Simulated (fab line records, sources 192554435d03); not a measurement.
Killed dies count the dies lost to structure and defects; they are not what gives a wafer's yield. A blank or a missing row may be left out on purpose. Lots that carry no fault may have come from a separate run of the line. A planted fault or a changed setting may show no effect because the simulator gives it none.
Split-lot study || flow n5Finfet || on a route of 1938 steps: 7 lots, 39 wafers read

== THE SPLIT ==
At N5_SD_EPI_P_EPI_21 (deposits SiGe:B, time 355 s), the setting pressureTorr was moved away from the recipe's 20 Torr on 12 of the 39 wafers read, by -18.6% to +18.9%. This setting was run at the recipe's value on the other wafers.

The split's own step is where the reading is taken.

== THE READING ==
SiGe-B_of_SD_EPI_P_EPI_21.thkNm (the simulator's own value, which no gauge read), in nm, at N5_SD_EPI_P_EPI_21 (deposits SiGe:B, time 355 s). The file gives no usual value for it. The 27 wafers here that ran the recipe average 60.9 nm, standard deviation 0.95 nm.

{"wafer": "L076.1", "tool, chamber at the split": "epiRpcvd-03, 0", "pressureTorr as run, Torr": 20, "against the recipe": "recipe", "SiGe-B_of_SD_EPI_P_EPI_21.thkNm, nm": 60.8, "against lot-mates on the recipe": "-"}
{"wafer": "L076.2", "tool, chamber at the split": "epiRpcvd-03, 0", "pressureTorr as run, Torr": 20, "against the recipe": "recipe", "SiGe-B_of_SD_EPI_P_EPI_21.thkNm, nm": 59.8, "against lot-mates on the recipe": "-"}
{"wafer": "L076.3", "tool, chamber at the split": "epiRpcvd-03, 0", "pressureTorr as run, Torr": 20, "against the recipe": "recipe", "SiGe-B_of_SD_EPI_P_EPI_21.thkNm, nm": 59.8, "against lot-mates on the recipe": "-"}
{"wafer": "L076.4", "tool, chamber at the split": "epiRpcvd-03, 0", "pressureTorr as run, Torr": 20, "against the recipe": "recipe", "SiGe-B_of_SD_EPI_P_EPI_21.thkNm, nm": 59.8, "against lot-mates on the recipe": "-"}
{"wafer": "L076.6", "tool, chamber at the split": "epiRpcvd-03, 0", "pressureTorr as run, Torr": 20, "against the recipe": "recipe", "SiGe-B_of_SD_EPI_P_EPI_21.thkNm, nm": 59.8, "against lot-mates on the recipe": "-"}
{"wafer": "L076.5", "tool, chamber at the split": "epiRpcvd-03, 0", "pressureTorr as run, Torr": 20, "against the recipe": "recipe", "SiGe-B_of_SD_EPI_P_EPI_21.thkNm, nm": 61.2, "against lot-mates on the recipe": "-"}
{"wafer": "L077.1", "tool, chamber at the split": "epiRpcvd-01, 0", "pressureTorr as run, Torr": 16.29, "against the recipe": "-18.6%", "SiGe-B_of_SD_EPI_P_EPI_21.thkNm, nm": 55.4, "against lot-mates on the recipe": "no lot-mate on the recipe"}
{"wafer": "L077.2", "tool, chamber at the split": "epiRpcvd-01, 0", "pressureTorr as run, Torr": 16.29, "against the recipe": "-18.6%", "SiGe-B_of_SD_EPI_P_EPI_21.thkNm, nm": 56, "against lot-mates on the recipe": "no lot-mate on the recipe"}
{"wafer": "L077.3", "tool, chamber at the split": "epiRpcvd-01, 0", "pressureTorr as run, Torr": 16.29, "against the recipe": "-18.6%", "SiGe-B_of_SD_EPI_P_EPI_21.thkNm, nm": 55.2, "against lot-mates on the recipe": "no lot-mate on the recipe"}
{"wafer": "L077.5", "tool, chamber at the split": "epiRpcvd-01, 0", "pressureTorr as run, Torr": 16.29, "against the recipe": "-18.6%", "SiGe-B_of_SD_EPI_P_EPI_21.thkNm, nm": 55.2, "against lot-mates on the recipe": "no lot-mate on the recipe"}
{"wafer": "L077.4", "tool, chamber at the split": "epiRpcvd-01, 0", "pressureTorr as run, Torr": 16.29, "against the recipe": "-18.6%", "SiGe-B_of_SD_EPI_P_EPI_21.thkNm, nm": 54.8, "against lot-mates on the recipe": "no lot-mate on the recipe"}
{"wafer": "L077.6", "tool, chamber at the split": "epiRpcvd-01, 0", "pressureTorr as run, Torr": 16.29, "against the recipe": "-18.6%", "SiGe-B_of_SD_EPI_P_EPI_21.thkNm, nm": 55.6, "against lot-mates on the recipe": "no lot-mate on the recipe"}
{"wafer": "L081.1", "tool, chamber at the split": "epiRpcvd-01, 0", "pressureTorr as run, Torr": 20, "against the recipe": "recipe", "SiGe-B_of_SD_EPI_P_EPI_21.thkNm, nm": 59.4, "against lot-mates on the recipe": "-"}
{"wafer": "L081.2", "tool, chamber at the split": "epiRpcvd-01, 0", "pressureTorr as run, Torr": 20, "against the recipe": "recipe", "SiGe-B_of_SD_EPI_P_EPI_21.thkNm, nm": 60.6, "against lot-mates on the recipe": "-"}
{"wafer": "L081.3", "tool, chamber at the split": "epiRpcvd-01, 0", "pressureTorr as run, Torr": 20, "against the recipe": "recipe", "SiGe-B_of_SD_EPI_P_EPI_21.thkNm, nm": 59.8, "against lot-mates on the recipe": "-"}
{"wafer": "L081.4", "tool, chamber at the split": "epiRpcvd-01, 0", "pressureTorr as run, Torr": 20, "against the recipe": "recipe", "SiGe-B_of_SD_EPI_P_EPI_21.thkNm, nm": 61, "against lot-mates on the recipe": "-"}
{"wafer": "L081.5", "tool, chamber at the split": "epiRpcvd-01, 0", "pressureTorr as run, Torr": 20, "against the recipe": "recipe", "SiGe-B_of_SD_EPI_P_EPI_21.thkNm, nm": 60.4, "against lot-mates on the recipe": "-"}
{"wafer": "L081.6", "tool, chamber at the split": "epiRpcvd-01, 0", "pressureTorr as run, Torr": 20, "against the recipe": "recipe", "SiGe-B_of_SD_EPI_P_EPI_21.thkNm, nm": 60, "against lot-mates on the recipe": "-"}
{"wafer": "L083.1", "tool, chamber at the split": "epiRpcvd-01, 0", "pressureTorr as run, Torr": 23.79, "against the recipe": "+18.9%", "SiGe-B_of_SD_EPI_P_EPI_21.thkNm, nm": 63.6, "against lot-mates on the recipe": "no lot-mate on the recipe"}
{"wafer": "L083.2", "tool, chamber at the split": "epiRpcvd-01, 0", "pressureTorr as run, Torr": 23.79, "against the recipe": "+18.9%", "SiGe-B_of_SD_EPI_P_EPI_21.thkNm, nm": 64.2, "against lot-mates on the recipe": "no lot-mate on the recipe"}
{"wafer": "L083.3", "tool, chamber at the split": "epiRpcvd-01, 0", "pressureTorr as run, Torr": 23.79, "against the recipe": "+18.9%", "SiGe-B_of_SD_EPI_P_EPI_21.thkNm, nm": 63.2, "against lot-mates on the recipe": "no lot-mate on the recipe"}
{"wafer": "L083.4", "tool, chamber at the split": "epiRpcvd-01, 0", "pressureTorr as run, Torr": 23.79, "against the recipe": "+18.9%", "SiGe-B_of_SD_EPI_P_EPI_21.thkNm, nm": 63.4, "against lot-mates on the recipe": "no lot-mate on the recipe"}
{"wafer": "L083.6", "tool, chamber at the split": "epiRpcvd-01, 0", "pressureTorr as run, Torr": 23.79, "against the recipe": "+18.9%", "SiGe-B_of_SD_EPI_P_EPI_21.thkNm, nm": 63.4, "against lot-mates on the recipe": "no lot-mate on the recipe"}
{"wafer": "L083.5", "tool, chamber at the split": "epiRpcvd-01, 0", "pressureTorr as run, Torr": 23.79, "against the recipe": "+18.9%", "SiGe-B_of_SD_EPI_P_EPI_21.thkNm, nm": 64.4, "against lot-mates on the recipe": "no lot-mate on the recipe"}
{"wafer": "L086.1", "tool, chamber at the split": "epiRpcvd-02, 0", "pressureTorr as run, Torr": 20, "against the recipe": "recipe", "SiGe-B_of_SD_EPI_P_EPI_21.thkNm, nm": 61.8, "against lot-mates on the recipe": "-"}
{"wafer": "L086.2", "tool, chamber at the split": "epiRpcvd-02, 0", "pressureTorr as run, Torr": 20, "against the recipe": "recipe", "SiGe-B_of_SD_EPI_P_EPI_21.thkNm, nm": 62, "against lot-mates on the recipe": "-"}
{"wafer": "L086.3", "tool, chamber at the split": "epiRpcvd-02, 0", "pressureTorr as run, Torr": 20, "against the recipe": "recipe", "SiGe-B_of_SD_EPI_P_EPI_21.thkNm, nm": 62, "against lot-mates on the recipe": "-"}
{"wafer": "L086.4", "tool, chamber at the split": "epiRpcvd-02, 0", "pressureTorr as run, Torr": 20, "against the recipe": "recipe", "SiGe-B_of_SD_EPI_P_EPI_21.thkNm, nm": 63, "against lot-mates on the recipe": "-"}
{"wafer": "L086.5", "tool, chamber at the split": "epiRpcvd-02, 0", "pressureTorr as run, Torr": 20, "against the recipe": "recipe", "SiGe-B_of_SD_EPI_P_EPI_21.thkNm, nm": 62.4, "against lot-mates on the recipe": "-"}
{"wafer": "L086.6", "tool, chamber at the split": "epiRpcvd-02, 0", "pressureTorr as run, Torr": 20, "against the recipe": "recipe", "SiGe-B_of_SD_EPI_P_EPI_21.thkNm, nm": 62.8, "against lot-mates on the recipe": "-"}
{"wafer": "L090.1", "tool, chamber at the split": "epiRpcvd-02, 0", "pressureTorr as run, Torr": 20, "against the recipe": "recipe", "SiGe-B_of_SD_EPI_P_EPI_21.thkNm, nm": 60.8, "against lot-mates on the recipe": "-"}
{"wafer": "L090.2", "tool, chamber at the split": "epiRpcvd-02, 0", "pressureTorr as run, Torr": 20, "against the recipe": "recipe", "SiGe-B_of_SD_EPI_P_EPI_21.thkNm, nm": 60.6, "against lot-mates on the recipe": "-"}
{"wafer": "L090.6", "tool, chamber at the split": "epiRpcvd-02, 0", "pressureTorr as run, Torr": 20, "against the recipe": "recipe", "SiGe-B_of_SD_EPI_P_EPI_21.thkNm, nm": 60.6, "against lot-mates on the recipe": "-"}
{"wafer": "L090.3", "tool, chamber at the split": "epiRpcvd-02, 0", "pressureTorr as run, Torr": 20, "against the recipe": "recipe", "SiGe-B_of_SD_EPI_P_EPI_21.thkNm, nm": 60.4, "against lot-mates on the recipe": "-"}
{"wafer": "L090.4", "tool, chamber at the split": "epiRpcvd-02, 0", "pressureTorr as run, Torr": 20, "against the recipe": "recipe", "SiGe-B_of_SD_EPI_P_EPI_21.thkNm, nm": 61.6, "against lot-mates on the recipe": "-"}
{"wafer": "L090.5", "tool, chamber at the split": "epiRpcvd-02, 0", "pressureTorr as run, Torr": 20, "against the recipe": "recipe", "SiGe-B_of_SD_EPI_P_EPI_21.thkNm, nm": 61.2, "against lot-mates on the recipe": "-"}
{"wafer": "L097.1", "tool, chamber at the split": "epiRpcvd-01, 0", "pressureTorr as run, Torr": 20, "against the recipe": "recipe", "SiGe-B_of_SD_EPI_P_EPI_21.thkNm, nm": 61.2, "against lot-mates on the recipe": "-"}
{"wafer": "L097.3", "tool, chamber at the split": "epiRpcvd-01, 0", "pressureTorr as run, Torr": 20, "against the recipe": "recipe", "SiGe-B_of_SD_EPI_P_EPI_21.thkNm, nm": 60.8, "against lot-mates on the recipe": "-"}
{"wafer": "L097.6", "tool, chamber at the split": "epiRpcvd-01, 0", "pressureTorr as run, Torr": 20, "against the recipe": "recipe", "SiGe-B_of_SD_EPI_P_EPI_21.thkNm, nm": 60.6, "against lot-mates on the recipe": "-"}

FIT RESULTS
A straight line over all 39 wafers: SiGe-B_of_SD_EPI_P_EPI_21.thkNm changes by +0.222 nm for each +1% of pressureTorr; r = +0.91; the points scatter about the line by 1.1 nm.
Too few moved wafers with a lot-mate on the recipe to fit a line net of each lot's own level.

== FILE'S OWN FIT ==
SiGe-B_of_SD_EPI_P_EPI_21.thkNm changes by +0.222 nm for each +1% of pressureTorr, r = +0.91.
